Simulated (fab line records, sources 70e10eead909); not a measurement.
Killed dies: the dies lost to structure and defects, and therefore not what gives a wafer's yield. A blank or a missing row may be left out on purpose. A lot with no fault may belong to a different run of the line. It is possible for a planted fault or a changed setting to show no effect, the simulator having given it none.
Matching of chambers | flow nandHarc | NHARC_A_WL_FILL_ALD_02 on aldMetal-03: 4 sister chambers
The step deposits TiN, target thk 2 nm, pulse time 3 s, ald cycles 100. 4 wafers are shown with their chamber, then 10 later ones without.

WAFERS PAIRED WITH THEIR CHAMBERS
wafer  | chamber | heaterPowerW (W)
L079.6 | 3       | 985
L083.4 | 1       | 1056
L086.1 | 0       | 1112
L086.2 | 2       | 1046

WAFERS WITH NO CHAMBER GIVEN
wafer  | heaterPowerW (W)
L086.4 | 1098
L085.1 | 991
L085.5 | 1027
L085.6 | 1115
L087.2 | 1187
L087.4 | 1023
L087.6 | 1009
L094.2 | 1126
L094.5 | 1133
L094.6 | 1061

WHICH CHAMBER EACH WENT THROUGH
wafer  | from the rows above          | in truth
L086.4 | can't be placed: 0 or 1 or 2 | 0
L085.1 | can't be placed: 3 or 2      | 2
L085.5 | can't be placed: 2 or 1 or 3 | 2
L085.6 | can't be placed: 0 or 1      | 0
L087.2 | can't be placed: 0 or 1      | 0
L087.4 | can't be placed: 2 or 1 or 3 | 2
L087.6 | can't be placed: 3 or 2 or 1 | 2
L094.2 | can't be placed: 0 or 1      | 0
L094.5 | can't be placed: 0 or 1      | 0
L094.6 | can't be placed: 1 or 2 or 0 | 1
0 of 10 placed correctly. From these rows, 10 cannot be placed; in 10 the true chamber is one of the candidates. 0 placed wrongly.
How it was worked out, from the rows above alone: a wafer's distance from a chamber is the root of the sum, over the readings, of the square of ((its reading less the chamber's mean) divided by the reading's scatter). The wafer belongs to the nearest chamber; if the next one is less than 2 further off, it can't be placed. For every chamber, the mean is computed from those of its wafers that are shown. The scatter: root of mean squared gap, hidden wafer to nearest shown wafer, with one shown wafer a chamber.
